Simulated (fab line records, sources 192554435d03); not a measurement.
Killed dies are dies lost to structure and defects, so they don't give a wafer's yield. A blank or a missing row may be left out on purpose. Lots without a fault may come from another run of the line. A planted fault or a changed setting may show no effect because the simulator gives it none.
Chamber matching | flow n5_finfet | N5_GATE_CUT_ETCH_58 on rie_diel-03: 4 sister chambers
The step etches SiNx in CH3F/O2, target depth 17 nm, time 128.6 s. 22 wafers are shown with their chamber, then 11 later ones without.

WAFERS WITH THEIR CHAMBER
wafer  | chamber | showerhead_plenum_p_Torr (Torr) | drypump_motor_current_A (A) | throttle_valve_pct (%)
L075.2 | 2       | 2.04                            | 5.9                         | 16.19
L075.4 | 3       | 1.94                            | 6.1                         | 16.07
L075.5 | 0       | 1.97                            | 6.0                         | 16.35
L076.4 | 2       | 2.04                            | 5.9                         | 16.18
L076.5 | 3       | 1.94                            | 6.2                         | 16.07
L076.6 | 2       | 2.04                            | 5.9                         | 16.18
L077.1 | 2       | 2.04                            | 5.9                         | 16.18
L077.4 | 3       | 1.94                            | 6.1                         | 16.07
L077.6 | 3       | 1.94                            | 6.2                         | 16.08
L083.2 | 0       | 1.97                            | 6.0                         | 16.38
L083.3 | 2       | 2.04                            | 5.9                         | 16.22
L083.4 | 3       | 1.94                            | 6.2                         | 16.08
L084.4 | 0       | 1.97                            | 6.0                         | 16.38
L084.5 | 1       | 2.06                            | 5.1                         | 16.18
L084.6 | 0       | 1.97                            | 6.0                         | 16.36
L086.3 | 2       | 2.04                            | 5.9                         | 16.22
L086.5 | 0       | 1.96                            | 6.0                         | 16.37
L086.6 | 1       | 2.06                            | 5.2                         | 16.18
L087.2 | 1       | 2.06                            | 5.2                         | 16.19
L087.4 | 2       | 2.04                            | 5.9                         | 16.21
L087.6 | 0       | 1.96                            | 6.0                         | 16.40
L090.3 | 0       | 1.96                            | 6.0                         | 16.40

SIGNATURES (means of the wafers above)
reading                  | chamber 0 | chamber 1 | chamber 2 | chamber 3 | scatter within a chamber
showerhead_plenum_p_Torr | 1.9657    | 2.0600    | 2.0400    | 1.9400    | 0.00309
drypump_motor_current_A  | 6.000     | 5.167     | 5.900     | 6.160     | 0.0322
throttle_valve_pct       | 16.3771   | 16.1833   | 16.1971   | 16.0740   | 0.0158
Rule: a wafer's distance from a chamber is the root of the sum, over the readings, of the square of ((its reading less the chamber's mean) divided by the reading's scatter). The wafer belongs to the nearest chamber; if the next one is less than 2 further off, it can't be placed. The scatter: the root of (the sum of the squares of (reading less its chamber's mean) over the shown wafers, divided by (wafers less chambers)).

WAFERS WITHOUT THEIR CHAMBER
wafer  | showerhead_plenum_p_Torr (Torr) | drypump_motor_current_A (A) | throttle_valve_pct (%)
L090.5 | 1.96                            | 6.0                         | 16.39
L090.6 | 1.93                            | 6.1                         | 16.10
L091.1 | 2.03                            | 5.9                         | 16.22
L091.2 | 1.93                            | 6.2                         | 16.12
L091.3 | 2.06                            | 5.2                         | 16.20
L094.1 | 2.03                            | 5.9                         | 16.25
L094.5 | 2.03                            | 5.9                         | 16.26
L094.6 | 1.93                            | 6.2                         | 16.14
L097.3 | 1.93                            | 6.2                         | 16.16
L097.4 | 2.05                            | 5.2                         | 16.23
L097.5 | 2.05                            | 5.2                         | 16.21

WHICH CHAMBER EACH WENT THROUGH
wafer  | from the rows above | in truth
L090.5 | 0                   | 0
L090.6 | 3                   | 3
L091.1 | 2                   | 2
L091.2 | 3                   | 3
L091.3 | 1                   | 1
L094.1 | 2                   | 2
L094.5 | 2                   | 2
L094.6 | 3                   | 3
L097.3 | 3                   | 3
L097.4 | 1                   | 1
L097.5 | 1                   | 1
Placed correctly: 11 of 11. Can't be placed from these rows: 0. Placed wrongly: 0.
